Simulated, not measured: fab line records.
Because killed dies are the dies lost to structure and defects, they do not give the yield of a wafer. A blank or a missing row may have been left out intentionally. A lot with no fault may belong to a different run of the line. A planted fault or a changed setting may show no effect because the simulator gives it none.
fab line records    flow nand_harc
record lots=5  wafers=15  last_day=23
route steps=1159 shown A_CONTACT@943 A_BLC@964 END@1159
lots that met no fault: from a run of the same line without faults
start_h: the number of hours between the record's first day and the start of the first shown wafer of the lot    wait_h: how many hours have passed since the lot's step before this one    " the same as in the row above    L1.1+2: several wafers, shown together as one row    - no value, or no start given    * or withheld: withheld    < > ~ a bound
route shown NAME@n: a module of which the file shows steps, and the number in the route of the first    usual: mean/standard deviation taken from wafers without a fault    same: alike in all rows    chamber/n: place in a boat    sites: readings site by site    _std_site: the standard deviation of these    _edge_site: mean of outer sites minus mean of inner sites    radius_mm: for every site, how far away it sits from the centre of the wafer    mask NAME#n: copy n    behind: tool/chamber where the wafer was last shaped    hold: the reason the lot was held/the length of the hold in hours/how it ended    device: the n, p or np transistor that did not switch    end of line: the tests these same wafers got at the end of their route    step lacking rows: just its recipe    killed: count of dies lost to structure and defects at first sort (not the wafer's yield)    map: per-die view of a wafer (x killed, . not killed, _ where there is no die)
set.NAME: setting as actually run; set.NAME@STEP: the setting as run at that earlier step    model.NAME: the simulator's own value behind a step, which no gauge read
a table for each step, a row for each wafer; lots at some steps of the route
services: when a tool's chamber went out of use (start_h, in hours from the record's first day, below 0 if earlier), for how many hours, and the reason
## steps
# step NHARC_A_CONTACT_ETCH_134
# recipe source_w=withheld  pressure_mtorr=20  bias_v=withheld  time_s=140  target_depth_a=7000  ar_flow_sccm=withheld  c4f8_flow_sccm=withheld  o2_flow_sccm=withheld  chemistry=C4F8/O2/Ar
# step NHARC_A_CONTACT_ETCH_135
# recipe source_w=withheld  pressure_mtorr=20  bias_v=3000  time_s=132  target_depth_a=12870  ar_flow_sccm=withheld  c4f8_flow_sccm=withheld  o2_flow_sccm=withheld  chemistry=C4F8/O2/Ar
# step NHARC_A_CONTACT_ETCH_136
# recipe source_w=withheld  pressure_mtorr=20  bias_v=3000  time_s=132  target_depth_a=12870  ar_flow_sccm=withheld  c4f8_flow_sccm=withheld  o2_flow_sccm=withheld  chemistry=C4F8/O2/Ar
# step NHARC_A_CONTACT_ETCH_137
# recipe source_w=withheld  pressure_mtorr=20  bias_v=3000  time_s=132  target_depth_a=12870  ar_flow_sccm=withheld  c4f8_flow_sccm=withheld  o2_flow_sccm=withheld  chemistry=C4F8/O2/Ar
lot.wafer  tool             chamber  start_h  wait_h  rf_hours_counter_h
L541.1     har_cap_etch-02  0        429.24   0.1     17
L541.6     "                0        "        "       -
L541.5     "                1        "        "       -
L544.1     har_cap_etch-01  1        431.82   0.1     66
L544.3     "                0        "        "       -
L544.6     "                0        "        "       -
L545.4     har_cap_etch-01  1        445.04   0.1     -
L545.6     "                0        "        "       -
L545.5     "                1        "        "       -
L548.3     har_cap_etch-02  1        456.90   0.1     -
L548.5     "                1        "        "       -
L548.6     "                0        "        "       -
L552.4     har_cap_etch-02  1        485.08   0.1     -
L552.3     "                0        "        "       -
L552.6     "                1        "        "       -
# step NHARC_A_CONTACT_ETCH_138
# recipe source_w=withheld  pressure_mtorr=20  bias_v=3000  time_s=132  target_depth_a=12890  ar_flow_sccm=withheld  c4f8_flow_sccm=withheld  o2_flow_sccm=withheld  chemistry=C4F8/O2/Ar
# step NHARC_A_CONTACT_ETCH_139
# recipe source_w=withheld  pressure_mtorr=20  bias_v=400  time_s=137  target_depth_a=5900  ar_flow_sccm=withheld  c4f8_flow_sccm=11.5  o2_flow_sccm=7.2  chemistry=C4F8/O2/Ar
# step NHARC_A_CONTACT_ETCH_92
# recipe target_depth_a=400  over_etch_frac=0.5  time_s=85.7  ion_energy_ev=120  ch3f_flow_sccm=50  o2_flow_sccm=30  ar_flow_sccm=200  rf_w=500  bias_w=100  chemistry=CH3F/O2
# step NHARC_A_CONTACT_ETCH_98
# recipe target_depth_a=200  over_etch_frac=0.5  time_s=10  ion_energy_ev=250  c4f6_flow_sccm=25  o2_flow_sccm=20  ar_flow_sccm=500  rf_w=600  bias_w=500  chemistry=C4F6/O2
# usual drypump_motor_current_A=5.9/0.33  oes_product_au=0.959/0.022  rf_vpp_V=547/3.8  showerhead_plenum_p_Torr=3.91/0.19  throttle_valve_pct=26.904/0.0094
# same over_etch_frac=0.5
lot.wafer  tool         chamber  start_h  wait_h  drypump_motor_current_A  oes_product_au  rf_hours_counter_h  rf_vpp_V  showerhead_plenum_p_Torr  throttle_valve_pct
L541.1     rie_diel-09  1        -        -       5.5                      0.933           29                  543       3.72                      26.909
L541.6     "            2        "        "       6.0                      0.926           -                   542       3.64                      26.893
L541.5     "            3        "        "       6.1                      0.952           -                   547       3.97                      26.906
L544.1     rie_diel-02  2        -        -       5.7                      0.948           34                  545       3.80                      26.907
L544.3     "            0        "        "       6.3                      0.947           36                  544       3.79                      26.916
L544.6     "            1        "        "       5.1                      0.952           -                   554       4.20                      26.914
L545.4     rie_diel-09  0        -        -       5.8                      1.006           1                   545       3.73                      26.907
L545.6     "            2        "        "       6.0                      0.991           -                   552       4.23                      26.902
L545.5     "            3        "        "       6.1                      0.993           -                   548       3.97                      26.901
L548.3     rie_diel-02  3        -        -       6.5                      0.942           43                  555       4.20                      26.906
L548.6     "            0        "        "       6.3                      0.951           -                   544       3.79                      26.903
L548.5     "            1        "        "       5.1                      0.939           -                   551       4.20                      26.904
L552.3     rie_diel-09  0        -        -       5.8                      0.958           8                   544       3.73                      26.915
L552.4     "            2        "        "       6.0                      0.955           7                   552       4.22                      26.909
L552.6     "            0        "        "       5.8                      0.964           -                   543       3.73                      26.894
# step NHARC_A_CONTACT_CD_MEAS_15
# usual cd_nm=89.8/0.62
lot.wafer  tool       chamber  start_h  wait_h  cd_nm
L541.1     cd_sem-03  -        430.12   -       88.8
L541.5     "          -        "        "       88.8
L541.6     "          -        "        "       88.6
L544.1     cd_sem-01  -        432.68   -       90.5
L544.3     "          -        "        "       90.7
L544.6     "          -        "        "       90.2
L545.4     cd_sem-02  -        445.85   -       89.9
L545.5     "          -        "        "       90.1
L545.6     "          -        "        "       89.6
L548.3     cd_sem-03  -        457.74   -       90.6
L548.5     "          -        "        "       90.0
L548.6     "          -        "        "       90.9
L552.3     cd_sem-01  -        485.91   -       89.4
L552.4     "          -        "        "       89.7
L552.6     "          -        "        "       90.0
# step NHARC_A_CONTACT_STRIP_107
# recipe n2_flow_sccm=150  h2_flow_sccm=150  ar_flow_sccm=0  bias_w=0  chemistry=N2/H2
# step NHARC_A_CONTACT_STRIP_108
# recipe cf4_flow_sccm=100  chf3_flow_sccm=30  ar_flow_sccm=0  bias_w=0  chemistry=CF4/CHF3
# step NHARC_A_CONTACT_STRIP_109
# recipe o2_flow_sccm=400  cos_flow_sccm=20  ar_flow_sccm=0  bias_w=0  chemistry=O2/COS
# step NHARC_A_CONTACT_ETCH_110
# recipe target_depth_a=500  overetch_a=50  time_s=27.5  ion_energy_ev=100  cf4_flow_sccm=80  o2_flow_sccm=20  ar_flow_sccm=0  rf_w=300  bias_w=100  chemistry=CF4/O2
# usual drypump_motor_current_A=5.8/0.31  oes_product_au=0.999/0.0093  rf_vpp_V=197.6/1.6  showerhead_plenum_p_Torr=1.32/0.068  throttle_valve_pct=13.398/0.0089
lot.wafer  tool         chamber  start_h  wait_h  drypump_motor_current_A  oes_product_au  rf_hours_counter_h  rf_vpp_V  showerhead_plenum_p_Torr  throttle_valve_pct
L541.1     rie_diel-09  1        430.66   0.3     5.5                      1.000           29                  198.2     1.26                      13.399
L541.5     "            2        "        "       6.0                      0.984           -                   195.4     1.23                      13.408
L541.6     "            3        "        "       6.1                      1.006           -                   198.1     1.35                      13.390
L544.3     rie_diel-02  3        433.04   0.1     6.5                      0.986           33                  200.5     1.44                      13.406
L544.1     "            0        "        "       6.3                      0.992           36                  197.4     1.29                      13.393
L544.6     "            3        "        "       6.4                      1.000           -                   198.3     1.44                      13.404
L545.4     rie_diel-03  0        446.14   0.1     5.9                      0.997           19                  196.9     1.32                      13.397
L545.6     "            2        "        "       5.8                      1.003           -                   199.7     1.38                      13.393
L545.5     "            3        "        "       5.7                      1.002           -                   197.1     1.27                      13.394
L548.3     rie_diel-02  0        458.04   0.1     6.3                      0.996           44                  196.5     1.28                      13.385
L548.6     "            2        "        "       5.6                      1.005           -                   196.3     1.29                      13.416
L548.5     "            3        "        "       6.4                      0.986           -                   199.5     1.44                      13.402
L552.4     rie_diel-09  0        486.20   0.1     5.8                      0.996           8                   197.0     1.26                      13.385
L552.3     "            1        "        "       5.5                      1.003           8                   196.8     1.26                      13.395
L552.6     "            0        "        "       5.7                      1.006           -                   196.5     1.26                      13.403
# step NHARC_A_CONTACT_STRIP_26
# recipe o2_flow_sccm=500  ar_flow_sccm=0  bias_w=0  chemistry=O2
# usual drypump_motor_current_A=5.9/0.31  oes_product_au=0.999/0.0097  rf_vpp_V=57.6/0.96  showerhead_plenum_p_Torr=3.48/0.17  throttle_valve_pct=17.036/0.0092
lot.wafer  tool         chamber  start_h  wait_h  drypump_motor_current_A  oes_product_au  rf_hours_counter_h  rf_vpp_V  showerhead_plenum_p_Torr  throttle_valve_pct
L541.1     rie_diel-09  1        -        -       5.5                      1.006           29                  56.6      3.34                      17.042
L541.6     "            1        "        "       5.5                      0.990           -                   56.3      3.34                      17.045
L541.5     "            2        "        "       6.0                      0.977           -                   58.1      3.27                      17.031
L544.3     rie_diel-02  3        -        -       6.5                      0.998           33                  58.5      3.79                      17.040
L544.1     "            2        "        "       5.7                      1.006           34                  57.3      3.41                      17.037
L544.6     "            3        "        "       6.4                      0.994           -                   58.7      3.79                      17.040
L545.4     rie_diel-03  0        -        -       5.9                      0.995           19                  57.8      3.49                      17.039
L545.5     "            3        "        "       5.7                      1.006           -                   58.2      3.36                      17.046
L545.6     "            0        "        "       5.9                      1.006           -                   57.7      3.49                      17.035
L548.3     rie_diel-02  1        -        -       5.1                      1.010           46                  58.9      3.78                      17.043
L548.5     "            1        "        "       5.1                      1.003           -                   58.0      3.78                      17.043
L548.6     "            2        "        "       5.7                      1.017           -                   59.2      3.41                      17.041
L552.4     rie_diel-09  0        -        -       5.8                      0.998           8                   56.6      3.35                      17.044
L552.3     "            1        "        "       5.5                      0.997           8                   57.6      3.33                      17.033
L552.6     "            0        "        "       5.8                      1.003           -                   56.4      3.35                      17.045
# step NHARC_A_CONTACT_STRIP_27
# recipe time_s=600  temp_c=30  chemistry=post_etch_residue_remover
# step NHARC_A_CONTACT_ALD_18
# recipe target_thk_a=30  pulse_time_s=1  ald_cycles=150  temp_c=450  material=TiN
# step NHARC_A_CONTACT_CVD_19
# recipe target_thk_a=3000  temp_c=300  pressure_torr=40  wf6_flow_sccm=40  h2_flow_sccm=1600  ar_flow_sccm=1560  time_s=802  material=W
# step NHARC_A_CONTACT_CMP_20
# recipe t_overpolish_s=30  target_thk_nm=300
# usual motor_current_A=11.9/0.64  overpolish_run_s=30.000/0.0092  time_to_endpoint_s=59.4/2.8
lot.wafer  tool    chamber  start_h  wait_h  motor_current_A  overpolish_run_s  time_to_endpoint_s
L541.1     cmp-03  1        435.56   0.7     12.4             29.990            55.7
L541.6     "       1        "        "       12.7             29.992            55.6
L541.5     "       2        "        "       11.1             30.006            55.9
L544.3     cmp-03  3        437.85   0.4     11.5             29.993            59.0
L544.1     "       0        "        "       12.0             30.004            57.9
L544.6     "       0        "        "       11.6             30.011            59.1
L545.4     cmp-01  2        448.30   0.6     11.5             30.003            55.9
L545.5     "       3        "        "       11.5             30.004            54.9
L545.6     "       0        "        "       11.4             29.999            57.6
L548.3     cmp-03  3        465.57   0.9     11.4             29.999            57.8
L548.5     "       1        "        "       12.9             29.996            57.8
L548.6     "       2        "        "       11.4             30.017            57.4
L552.4     cmp-03  1        499.18   0.4     13.3             29.990            56.3
L552.3     "       3        "        "       11.7             29.996            55.5
L552.6     "       0        "        "       12.5             30.011            59.4
# step NHARC_A_CONTACT_SRD_22
# step NHARC_A_BLC_DEHYDRATE_00
# recipe temp_c=150  time_s=120
# step NHARC_A_BLC_HMDS_01
# recipe time_s=30
# step NHARC_A_BLC_COAT_02
# recipe temp_c=260  time_s=75
# step NHARC_A_BLC_COAT_03
# recipe temp_c=225  time_s=65
# step NHARC_A_BLC_COAT_04
# recipe spin_rpm=1500  resist_thk_nm=90
# step NHARC_A_BLC_SOFTBAKE_05
# recipe temp_c=105  time_s=55
# step NHARC_A_BLC_EBR_06
# step NHARC_A_BLC_EXPOSE_07
# recipe na=1.35  target_cd_nm=100  dose_mj=67.97  mask_id=A_BLC
# step NHARC_A_BLC_PEB_08
# recipe peb_temp_c=100  peb_time_s=65
# step NHARC_A_BLC_DEVELOP_09
# recipe develop_time_s=35  dev_temp_c=23
# step NHARC_A_BLC_CD_MEAS_10
# recipe target_cd_nm=100  landing_energy_ev=500
# usual cd_nm=99.8/0.64
lot.wafer  tool       chamber  start_h  wait_h  cd_nm
L541.1     cd_sem-01  0        436.48   -       98.5
L541.5     "          0        "        "       100.2
L541.6     "          0        "        "       98.4
L544.1     cd_sem-01  0        438.76   -       100.5
L544.3     "          0        "        "       99.8
L544.6     "          0        "        "       101.1
L545.4     cd_sem-02  0        449.14   -       99.0
L545.5     "          0        "        "       99.0
L545.6     "          0        "        "       99.5
L548.3     cd_sem-02  0        466.44   -       99.8
L548.5     "          0        "        "       99.7
L548.6     "          0        "        "       99.9
L552.3     cd_sem-03  0        500.08   -       100.0
L552.4     "          0        "        "       100.1
L552.6     "          0        "        "       99.1
# step NHARC_A_BLC_OVL_MEAS_11
# usual overlay_x_nm=0.0/0.64  overlay_y_nm=-0.2/0.9
lot.wafer  tool        chamber  start_h  wait_h  overlay_x_nm  overlay_y_nm
L541.1     overlay-01  -        436.56   -       0.8           1.2
L541.5     "           -        "        "       -0.5          1.4
L541.6     "           -        "        "       0.0           1.5
L544.1     overlay-01  -        438.86   -       -0.2          -2.3
L544.3     "           -        "        "       -0.8          -2.0
L544.6     "           -        "        "       -0.3          -2.8
L545.4     overlay-01  -        449.22   -       -0.4          0.8
L545.5     "           -        "        "       -0.7          0.5
L545.6     "           -        "        "       -1.2          0.9
L548.3     overlay-01  -        466.53   -       -0.6          -0.4
L548.5     "           -        "        "       -0.8          -0.3
L548.6     "           -        "        "       -0.4          -0.6
L552.3     overlay-02  -        500.17   -       0.0           -1.3
L552.4     "           -        "        "       0.6           -0.5
L552.6     "           -        "        "       0.1           -0.6
# step NHARC_A_BLC_DESCUM_15
# recipe time_s=3  o2_flow_sccm=200  ar_flow_sccm=0  bias_power_w=0  chemistry=O2
# step NHARC_A_BLC_ETCH_16
# recipe target_depth_a=390  over_etch_frac=0.3  time_s=65  ion_energy_ev=80  cf4_flow_sccm=150  ar_flow_sccm=0  rf_w=300  bias_w=100  chemistry=CF4
# step NHARC_A_BLC_ETCH_17
# recipe target_depth_a=3900  over_etch_frac=0.25  time_s=609.38  ion_energy_ev=200  n2_flow_sccm=150  h2_flow_sccm=150  ar_flow_sccm=0  rf_w=400  bias_w=150  chemistry=N2/H2
# step NHARC_A_BLC_ETCH_18
# recipe target_depth_a=9100  c4f8_flow_sccm=20  o2_flow_sccm=10  ar_flow_sccm=withheld  rf_w=600  bias_w=1500  chemistry=C4F8/O2/Ar
# step NHARC_A_BLC_CD_MEAS_19
# usual cd_nm=100.7/2.4
lot.wafer  tool       chamber  start_h  wait_h  cd_nm
L541.1     cd_sem-02  -        437.64   -       99.7
L541.5     "          -        "        "       102.7
L541.6     "          -        "        "       102.2
L544.1     cd_sem-03  -        439.94   -       104.8
L544.3     "          -        "        "       105.0
L544.6     "          -        "        "       105.5
L545.4     cd_sem-01  -        450.48   -       97.5
L545.5     "          -        "        "       98.6
L545.6     "          -        "        "       100.9
L548.3     cd_sem-01  -        467.62   -       102.2
L548.5     "          -        "        "       103.4
L548.6     "          -        "        "       98.9
L552.3     cd_sem-02  -        501.73   -       100.0
L552.4     "          -        "        "       97.3
L552.6     "          -        "        "       98.8
# step NHARC_A_BLC_STRIP_29
# recipe cf4_flow_sccm=150  ar_flow_sccm=0  bias_w=0  chemistry=CF4
# usual drypump_motor_current_A=5.8/0.68  oes_product_au=1.000/0.0077  rf_vpp_V=59.3/0.89  showerhead_plenum_p_Torr=1.77/0.064  throttle_valve_pct=13.284/0.0087
lot.wafer  tool         chamber  start_h  wait_h  drypump_motor_current_A  oes_product_au  rf_hours_counter_h  rf_vpp_V  showerhead_plenum_p_Torr  throttle_valve_pct
L541.1     rie_diel-11  0        437.71   0.1     6.1                      1.011           21                  58.9      1.77                      13.290
L541.5     "            0        "        "       6.0                      1.008           -                   58.0      1.77                      13.282
L541.6     "            1        "        "       5.8                      1.003           -                   57.7      1.77                      13.277
L544.3     rie_diel-05  0        440.02   0.1     4.7                      1.000           10                  60.5      1.68                      13.299
L544.1     "            3        "        "       6.4                      0.995           10                  59.2      1.77                      13.280
L544.6     "            1        "        "       6.3                      1.005           -                   58.3      1.83                      13.274
L545.4     rie_diel-05  2        450.57   0.1     4.7                      1.009           12                  60.1      1.68                      13.292
L545.6     "            0        "        "       4.7                      1.009           -                   59.4      1.68                      13.303
L545.5     "            1        "        "       6.3                      1.002           -                   59.9      1.83                      13.277
L548.3     rie_diel-11  0        467.69   0.1     6.1                      1.021           32                  60.4      1.77                      13.296
L548.5     "            0        "        "       6.1                      1.013           -                   59.6      1.77                      13.294
L548.6     "            1        "        "       5.8                      1.001           -                   59.5      1.77                      13.249
L552.3     rie_diel-06  2        501.81   0.1     5.5                      0.996           5                   59.9      1.84                      13.294
L552.4     "            0        "        "       6.6                      0.998           7                   59.4      1.83                      13.276
L552.6     "            2        "        "       5.5                      1.003           -                   57.7      1.84                      13.287
# step NHARC_A_BLC_STRIP_21
# recipe o2_flow_sccm=500  ar_flow_sccm=0  bias_w=0  chemistry=O2
# step NHARC_A_BLC_STRIP_22
# recipe time_s=600  temp_c=30  chemistry=post_etch_residue_remover
# step NHARC_END_SORT_01
# recipe temp_c=25
# usual killed_at_array=28/11  killed_at_other=0.5/0.85  killed_at_periphery=2.7/1.9  killed_dies=32/12  killed_open=3.3/1.6  killed_short=2.1/1.5
# same gross_dies=677
lot.wafer  tool       chamber  start_h  wait_h  killed_at_array  killed_at_other  killed_at_periphery  killed_dies  killed_open  killed_short
L544.1     prober-02  0        482.38   2.5     21               1                4                    26           4            4
L544.3     prober-02  0        483.97   3.1     18               2                4                    24           5            1
L544.6     prober-02  0        486.35   4.0     27               0                1                    28           4            7
L552.3     prober-01  0        557.85   3.1     10               0                4                    14           1            0
L552.4     prober-01  0        558.64   3.4     87               0                3                    90           3            2
L552.6     prober-01  0        560.24   4.0     87               1                0                    88           3            3
# killed by level:class
L544.1 A_CHANNEL_HOLE_D1:chamber_film_flake=13 P_CONTACT:geometric_particle:open=3 A_CONTACT:chamber_film_flake=3 A_WL_FILL:geometric_particle:short=2 A_CHANNEL_FILL_D1:geometric_particle:short=1 A_CONTACT:geometric_particle:open=1 STARTING-WAFER:geometric_particle:short=1 P_M0:chamber_film_flake=1
L544.3 A_CHANNEL_HOLE_D1:chamber_film_flake=12 A_STAIRCASE:chamber_film_flake=2 THIN_TSV:chamber_film_flake=2 P_GATE:geometric_particle:open=1 P_CONTACT:geometric_particle:open=1 P_M1:geometric_particle:open=1 A_SGD_CUT:geometric_particle:short=1 A_WL_FILL:geometric_particle:open=1
L544.6 A_CHANNEL_HOLE_D1:chamber_film_flake=11 A_WL_FILL:geometric_particle:short=5 A_CONTACT:chamber_film_flake=4 A_CONTACT:geometric_particle:open=2 A_M1:geometric_particle:open=2 P_M2:geometric_particle:short=1 A_BLC:geometric_particle:short=1 A_STAIRCASE:chamber_film_flake=1
L552.3 A_STAIRCASE:chamber_film_flake=5 A_CHANNEL_HOLE_D1:chamber_film_flake=2 P_M0:geometric_particle:open=1 P_ZERO_WELL:chamber_film_flake=1 P_STI:chamber_film_flake=1 P_GATE:chamber_film_flake=1 A_ZERO_WELL:chamber_film_flake=1 A_CHANNEL_FILL_D1:chamber_film_flake=1
L552.4 A_CONTACT:unspecified=73 A_STAIRCASE:chamber_film_flake=5 A_CHANNEL_HOLE_D1:chamber_film_flake=4 A_CONTACT:chamber_film_flake=2 P_CONTACT:geometric_particle:short=1 P_CONTACT:geometric_particle:open=1 P_M0:geometric_particle:open=1 A_ONON_D1:geometric_particle:short=1
L552.6 A_CONTACT:unspecified=68 A_CHANNEL_HOLE_D1:chamber_film_flake=4 A_STAIRCASE:chamber_film_flake=4 A_CONTACT:chamber_film_flake=3 A_CHANNEL_FILL_D1:geometric_particle:short=1 A_SGD_CUT:geometric_particle:open=1 A_WL_FILL:geometric_particle:short=1 A_CONTACT:geometric_particle:open=1
# map L552.4 (x killed, . not)
____________.____________
_________......._________
_______..........._______
______...x.x.......______
_____...xx.x........_____
____...xxxx..........____
____...x.xxx.xx......____
___....xxxxxx.........___
___....xxxxxxxx.......___
__....xxxxxxxx.........__
__....xxxxxxxx.........__
_......xxxxxxxx........._
_....x..xxxxxx.........._
_.......xxxxxx.........._
_......x.xxxx..........._
_.......xx..x...x......._
.........x...............
.........................
.........................
..........x..............
........x................
_.............x........._
_.........x............._
_....x.......x.x...x...._
_........xx............._
_................x......_
__.....................__
__.x.....x.............__
___...................___
___...................___
____.................____
____.................____
_____..............._____
______.............______
_______.x........._______
_________......._________
____________.____________
# map L541.6 (x killed, . not)
____________.____________
_________......._________
_______..........._______
______.............______
_____..............._____
____.....x.........x.____
____.................____
___...................___
___...................___
__............x........__
__.....................__
_......................._
_..............x.x...x.._
_....................x.._
_.x....................._
_......x................_
x........................
.x.......................
....x......x.............
.........................
.....xx..................
_......x..xx............_
_.......xxxx............_
_........x..x..........._
_......................._
_......................._
__......x.............x__
__......x..............__
___...................___
___...................___
____.x...............____
____.................____
_____..............._____
______.............______
_______..........._______
_________......._________
____________.____________
## services
tool         chamber  start_h  hours  kind
rie_diel-09  0        410.74   -      clean
rie_diel-09  1        410.74   -      clean
rie_diel-09  2        410.74   -      clean
rie_diel-09  3        410.74   -      clean
rie_diel-09  1        416.14   3.3    repair
rie_diel-06  -        418.34   9.0    pm
rie_diel-09  -        431.41   9.0    pm
rie_diel-09  0        431.41   9.0    vent_cycle
rie_diel-09  1        431.41   9.0    vent_cycle
rie_diel-09  2        431.41   9.0    vent_cycle
rie_diel-09  3        431.41   9.0    vent_cycle
rie_diel-06  2        439.07   15.7   repair
rie_diel-09  0        440.41   -      clean
rie_diel-09  1        440.41   -      clean
rie_diel-09  2        440.41   -      clean
rie_diel-09  2        440.41   -      consumable_replace:showerhead
rie_diel-11  3        441.22   4.3    repair
cmp-03       -        449.40   11.6   repair
cmp-01       -        449.78   2.5    repair
rie_diel-11  3        462.50   9.4    repair
rie_diel-02  1        467.53   6.4    repair
cmp-01       -        473.83   4.0    pm
cmp-03       -        479.16   4.0    pm
rie_diel-03  0        486.63   5.8    repair
## key
first_sign step=NHARC_END_SORT_01  reading=killed_at_array  direction=up  sigmas=5.2  usual=28  struck=87
effect step=NHARC_END_SORT_01  reading=killed_dies  direction=up  sigmas=4.9  usual=32  struck=89
more_kills_born_at NHARC_A_CONTACT_ETCH_110@rie_diel-09=141
met_at NHARC_A_CONTACT_ETCH_110
struck_wafers L552.4,L552.6
tester_left_out L552
fault kind=chamber_particle_source  tool=rie_diel-09  chamber=0  onset_h=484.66  steps=NHARC_A_CONTACT_ETCH_110  rate_per_visit_cm2=0.45282  end_h=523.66
# tester_left_out: of these lots the tester's yield and bins aren't shown, on N5 and GAA mostly nor the transistor test; their killed dies are dies lost to structure and defects alone, not to doping, threshold or leakage, so they don't give the yield
